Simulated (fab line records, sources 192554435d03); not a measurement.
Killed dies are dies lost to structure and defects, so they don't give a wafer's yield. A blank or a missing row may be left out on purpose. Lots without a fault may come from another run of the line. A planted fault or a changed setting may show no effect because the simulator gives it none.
A struck lot beside a sound one | flow n5_finfet | 37 steps out of a route of 1938
Sound: wafers L903.2, L903.4, L903.5. Struck: wafers L907.4, L907.5, L907.6. The cause comes at the end.
At each step with rows: each side's tool, then ch and its chambers, then its first start. Under that, the readings that differ: sound wafers | struck wafers | difference of the means | sigmas: that difference in standard deviations of wafers without a fault.
alike: readings whose means differ by less than 2 such deviations, and words and numbers that are the same on both sides. not compared: withheld readings, readings that some wafer has no value for, bounds like >300 that may hide the same value, and numbers for which the record gives no deviation and whose values overlap.
The two part at a step that has a row with sigmas, a row that says differs or no value, or rows on one side only. Numbers that don't overlap but have no deviation are shown without sigmas and don't part them. A reading that every wafer of one side lacks parts them only if that side has two wafers or more.

first, 9 steps without rows for these wafers: N5_BEOL_M4_ANNEAL_95 (time 240 s); N5_BEOL_M4_SPUTTER_96 (material Cu, target thk 4.5 nm, time 8.29 s); N5_BEOL_M4_ECD_50 (material Cu, target thk 300 nm); N5_BEOL_M4_ANNEAL_51 (time 90 s); N5_BEOL_M4_CMP_52 (polishes, stops on SiOC, t overpolish 6.8 s, target thk 40 nm); N5_BEOL_M4_PRE_CLEAN_60 (time 15 s); N5_BEOL_M4_CO_CAP_55 (material Co, precursor CCTBA/H2, target thk 2 nm, time 102.1 s); N5_BEOL_M4_PRE_CLEAN_56 (time 15 s); N5_BEOL_M4_DEP_57 (deposits SiCN from 3MS/NH3, target thk 8 nm, time 14 s).
N5_BEOL_M4_RC_MEAS_101:
  sound on prober-01 ch 0, day 10 22:37; struck on prober-01 ch 0, day 11 07:29
  alike: DIBL_N, DIBL_P, IOFF_N, IOFF_P, ION_N, ION_P, SS_N, SS_P, VT_N, VT_P
then, 24 steps without rows for these wafers: N5_BEOL_M5_ILD_DEP_00 (deposits SiCOH lowk from DEMS/porogen, target thk 140.64 nm, time 25.9 s); N5_BEOL_M5_CURE_79 (cures SiCOH lowk, time 240 s); N5_BEOL_M5_PECVD_70 (deposits SiO2 from TEOS/O2, target thk 16 nm, time 18 s); N5_BEOL_M5_HM_DEP_02 (deposits TiN, target thk 20 nm); N5_BEOL_M5_COAT_59 (time 60 s, resist thk 60 nm); N5_BEOL_M5_COAT_60 (time 60 s, resist thk 12 nm); N5_BEOL_M5_COAT_71 (time 60 s, resist thk 5 nm); N5_BEOL_M5_COAT_05 (resist thk 30 nm); N5_BEOL_M5_EBR_07; N5_BEOL_M5_SOFTBAKE_06 (time 60 s); N5_BEOL_M5_EXPOSE_08 (exposes mask M5, target cd 28 nm); N5_BEOL_M5_PEB_09 (peb time 60 s); N5_BEOL_M5_DEVELOP_10 (develop time 30 s); N5_BEOL_M5_DESCUM_16 (chemistry O2, time 7 s); N5_BEOL_M5_ETCH_72 (etches underlayer in N2/H2, target depth 6.5 nm, time 5.2 s); N5_BEOL_M5_ETCH_61 (etches SiARC in CF4, target depth 15.6 nm, time 26 s); N5_BEOL_M5_ETCH_62 (etches SOC in N2/H2, target depth 75 nm, overetch 15 nm, time 112.5 s); N5_BEOL_M5_STRIP_63 (strips in N2/H2); N5_BEOL_M5_STRIP_73 (strips in N2/H2); N5_BEOL_M5_STRIP_64 (strips in CF4); N5_BEOL_M5_HM_OPEN_17 (chemistry Cl2/BCl3, target TiN, target depth 20 nm, overetch 6 nm); N5_BEOL_M5_STRIP_19 (strips in O2); N5_BEOL_M5_COAT_65 (time 60 s, resist thk 60 nm); N5_BEOL_M5_COAT_66 (time 60 s, resist thk 12 nm).
-- the record jumps here: 3 days lie between the struck wafers' starts before and after (it left off in module BEOL_M5 and takes up again in module BEOL_M12, whose first step shown is number 1619 of the route) --
N5_BEOL_M12_STRIP_64: strips in N2/H2.
  sound on plasma_asher-02 ch 0, day 13 15:20; struck on plasma_asher-02 ch 0,1, day 14 01:31
  no value came back on the struck wafers for any of 5 readings (drypump_motor_current_A (A), h2_flow_sccm (sccm) and others); on the sound wafers drypump_motor_current_A (A) reads 5.2 5.2 5.2
  reading                                    | sound | struck         | difference | sigmas
  model.BARC_of_BEOL_M12_COAT_58.thk_nm (nm) | 0 0 0 | 89.2 89.4 89.2 | +89.3      |
  not compared: rf_hours_counter_h
N5_BEOL_M12_ETCH_38: etches SiCN in CF4/N2, target depth 68.7 nm, time 73.4 s.
  sound on rie_diel-02 ch 0,1, day 13 17:07; struck on rie_diel-06 ch 0,1, day 14 04:28
  reading                                    | sound | struck       | difference | sigmas
  model.BARC_of_BEOL_M12_COAT_58.thk_nm (nm) | 0 0 0 | 30.4 30 29.6 | +30.0      |
  alike: drypump_motor_current_A, oes_product_au, rf_vpp_V, showerhead_plenum_p_Torr, throttle_valve_pct
  not compared: rf_hours_counter_h
N5_PASSIVATION_PROBE_49:
  the record has rows for the struck wafers here (prober-01, day 15 14:10) and none for the sound ones

WHERE THEY PART
First at N5_BEOL_M12_STRIP_64; last, within this record, at N5_PASSIVATION_PROBE_49.

WHY: what the simulator had put in
Skipped step whole: plasma_asher-02, from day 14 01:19 on, at N5_BEOL_M12_STRIP_64. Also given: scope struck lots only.
